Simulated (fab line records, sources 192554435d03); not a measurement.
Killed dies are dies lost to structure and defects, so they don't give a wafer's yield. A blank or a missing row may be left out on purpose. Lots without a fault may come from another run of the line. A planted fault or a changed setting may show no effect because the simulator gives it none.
A struck lot beside a sound one | flow n5_finfet | 38 steps out of a route of 1938
Sound: wafers L127.2, L127.5, L127.6. Struck: wafers L137.1, L137.3, L137.6. The cause comes at the end.
At each step with rows: each side's tool, then ch and its chambers, then its first start. Under that, the readings that differ: sound wafers | struck wafers | difference of the means | sigmas: that difference in standard deviations of wafers without a fault.
alike: readings whose means differ by less than 2 such deviations, and words and numbers that are the same on both sides. not compared: withheld readings, readings that some wafer has no value for, bounds like >300 that may hide the same value, and numbers for which the record gives no deviation and whose values overlap.
The two part at a step that has a row with sigmas, a row that says differs or no value, or rows on one side only. Numbers that don't overlap but have no deviation are shown without sigmas and don't part them. A reading that every wafer of one side lacks parts them only if that side has two wafers or more.

first, 12 steps without rows for these wafers: N5_STI_FIN_REVEAL_PRECLEAN_25 (cleans in SPM, time 90 s); N5_STI_FIN_REVEAL_PRECLEAN_26 (cleans in SC1, time 45 s); N5_STI_FIN_REVEAL_PRECLEAN_29 (cleans in DHF, time 30 s); N5_STI_FIN_REVEAL_SRD_12 (time 30 s); N5_STI_FIN_REVEAL_RECESS_09 (chemistry HF/NH3, target SiO2, afs cycles 11, target depth 42.5 nm, sublimation time 60 s); N5_STI_FIN_REVEAL_STRIP_16 (strips SiNx in H3PO4, target depth 23.8 nm); N5_STI_FIN_REVEAL_PRECLEAN_17 (cleans in NF3:NH3, afs cycles 1, time 20 s, sublimation time 60 s); N5_STI_FIN_REVEAL_ETCH_34 (etches Si in H2, material Si, target depth 0.97 nm); N5_STI_FIN_REVEAL_OXIDATION_31 (chemistry O2 PLASMA REMOTE, time 20 s); N5_STI_FIN_REVEAL_PRECLEAN_32 (cleans in NF3:NH3, afs cycles 1, time 20 s, sublimation time 60 s); N5_STI_FIN_REVEAL_STRIP_35 (strips Si3N4 in H3PO4, target depth 4 nm, time 39 s); N5_STI_FIN_REVEAL_SRD_21 (time 30 s).
N5_STI_FIN_REVEAL_OXIDATION_33: chemistry O2 PLASMA REMOTE, time 20 s.
  sound on plasma_asher-01 ch 0,1, day 4 19:27; struck on plasma_asher-01 ch 0,1, day 7 10:05
  no value came back on the struck wafers for chamber_pressure_mTorr (mTorr), drypump_motor_current_A (A), heater_power_w (W), time_s (s); on the sound wafers chamber_pressure_mTorr (mTorr) reads 998.9 998.2 1001.1
  not compared: rf_hours_counter_h
then, 2 steps without rows for these wafers: N5_STI_FIN_REVEAL_CLEAN_19 (cleans in O3/DIW, time 120 s); N5_STI_FIN_REVEAL_SRD_23 (time 30 s).
N5_STI_FIN_REVEAL_CD_MEAS_22: target cd 6.238 nm, pitch 28 nm.
  sound on cd_sem-03, day 4 19:37; struck on cd_sem-02, day 7 10:15
  reading    | sound          | struck         | difference | sigmas
  cd_nm (nm) | 6.26 5.86 6.39 | 6.80 7.11 6.93 | +0.78      | +3
then, 20 steps without rows for these wafers: N5_STI_FIN_REVEAL_PRECLEAN_18 (cleans in SC2, time 45 s); N5_STI_FIN_REVEAL_SRD_28 (time 30 s); N5_DUMMY_GATE_PRECLEAN_00 (cleans in O3/DIW, time 60 s); N5_DUMMY_GATE_SRD_01 (time 30 s); N5_DUMMY_GATE_ALD_02 (deposits SiO2, target thk 2 nm, pulse time 1 s); N5_DUMMY_GATE_CVD_03 (deposits a-Si from SiH4, target thk 150 nm, time 8042 s); N5_DUMMY_GATE_PRECLEAN_46 (cleans in DIW, time 89.5 s); N5_DUMMY_GATE_SRD_47 (dry time 32 s); N5_DUMMY_GATE_CMP_04 (polishes a-Si); N5_DUMMY_GATE_HM_DEP_06 (deposits SiNx from DCS/NH3, target thk 80 nm, time 5141 s); N5_DUMMY_GATE_PECVD_30 (deposits SiO2 from TEOS/O2, target thk 55 nm, time 10.8 s); N5_DUMMY_GATE_COAT_34 (time 60 s, resist thk 60 nm); N5_DUMMY_GATE_COAT_35 (time 60 s, resist thk 10 nm); N5_DUMMY_GATE_COAT_28 (time 60 s, resist thk 10 nm); N5_DUMMY_GATE_COAT_09 (resist thk 30 nm); N5_DUMMY_GATE_EBR_11; N5_DUMMY_GATE_SOFTBAKE_10 (time 60 s); N5_DUMMY_GATE_EXPOSE_12 (exposes mask GATE, target cd 25 nm); N5_DUMMY_GATE_PEB_13 (peb time 60 s); N5_DUMMY_GATE_DEVELOP_14 (develop time 30 s).
-- the record jumps here: 5 days lie between the struck wafers' starts before and after (it left off in module DUMMY_GATE and takes up again in module BEOL_M4, whose first step shown is number 1111 of the route) --
N5_BEOL_M4_RC_MEAS_101:
  sound on prober-01 ch 0, day 10 06:46; struck on prober-02 ch 0, day 12 16:51
  reading             | sound                      | struck                     | difference | sigmas
  DIBL_N (mV/V)       | 35.2 34.3 34.4             | 40.3 43.9 42.4             | +7.6       | +5
  DIBL_P (mV/V)       | 35.6 34.7 34.8             | 42.7 44.9 44.2             | +8.9       | +4
  IOFF_N (nA/um)      | 0.148 0.128 0.140          | 0.321 0.417 0.370          | +0.231     | +8
  IOFF_N_85C (nA/um)  | 2.9 2.6 2.8                | 5.5 6.9 6.3                | +3.5       | +7
  IOFF_N_LIN (nA/um)  | 0.070 0.062 0.066          | 0.156 0.184 0.167          | +0.103     | +9
  IOFF_N_LONG (nA/um) | 5.54e-05 5.55e-05 5.53e-05 | 7.58e-05 7.57e-05 7.62e-05 | +2.05e-05  | +7
  IOFF_P (nA/um)      | 0.20 0.19 0.19             | 0.37 0.44 0.43             | +0.22      | +7
  IOFF_P_85C (nA/um)  | 3.6 3.3 3.5                | 5.8 6.7 6.4                | +2.8       | +6
  IOFF_P_LIN (nA/um)  | 0.101 0.094 0.097          | 0.189 0.211 0.206          | +0.105     | +8
  ION_N (uA/um)       | 677 666 675                | 718 718 712                | +43        | +4
  ION_P (uA/um)       | 470 459 461                | 490 485 481                | +22        | +3
  REXT_N (ohm.um)     | 72.9 73.1 72.6             | 66.5 66.4 67.9             | -5.9       | -3
  REXT_P (ohm.um)     | 100.5 100.7 100.7          | 92.7 91.3 91.8             | -8.7       | -3
  SS_N (mV/dec)       | 70.5 70.7 71.5             | 72.7 72.8 72.6             | +1.8       | +3
  SS_P (mV/dec)       | 73.3 73.2 73.0             | 75.5 75.3 75.3             | +2.2       | +3
  VT_N (mV)           | 251 254 252                | 235 235 236                | -17        | -5
  VT_N_LONG (mV)      | 272.9 276.4 275.3          | 264.7 262.6 262.6          | -11.6      | -5
  VT_N_LVT (mV)       | 100 103 100                | 87 86 87                   | -14        | -4
  VT_P (mV)           | -247 -249 -252             | -240 -240 -240             | +9         | +3
-- the record jumps here: 4 days lie between the struck wafers' starts before and after (it left off in module BEOL_M4 and takes up again in module PASSIVATION, whose first step shown is number 1936 of the route) --
N5_PASSIVATION_PROBE_49:
  sound on prober-01, day 14 05:48; struck on prober-01, day 16 16:49
  reading                | sound          | struck          | difference | sigmas
  killed_open            | 45 64 56       | 95 86 81        | +32        | +2
  sort_bin_4_leakage (%) | 0 0 0          | 1.27 15.59 5.42 | +7.43      |
  sort_n_pass            | 1098 1067 1080 | 1022 869 987    | -122       | -7
  sort_yield_pct (%)     | 93.1 90.4 91.5 | 86.6 73.6 83.6  | -10.4      | -7
  alike: defect_limited_yield, killed_at_M0_to_M3, killed_at_M4_up, killed_at_contacts, killed_at_front_end, killed_at_other, killed_dies, killed_short, sort_bin_5_function, sort_bin_6_memory

WHERE THEY PART
First at N5_STI_FIN_REVEAL_OXIDATION_33; last, within this record, at N5_PASSIVATION_PROBE_49.

WHY: what the simulator had put in
Skipped step whole: plasma_asher-01, from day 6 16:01 on, at N5_STI_FIN_REVEAL_OXIDATION_33. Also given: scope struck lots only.
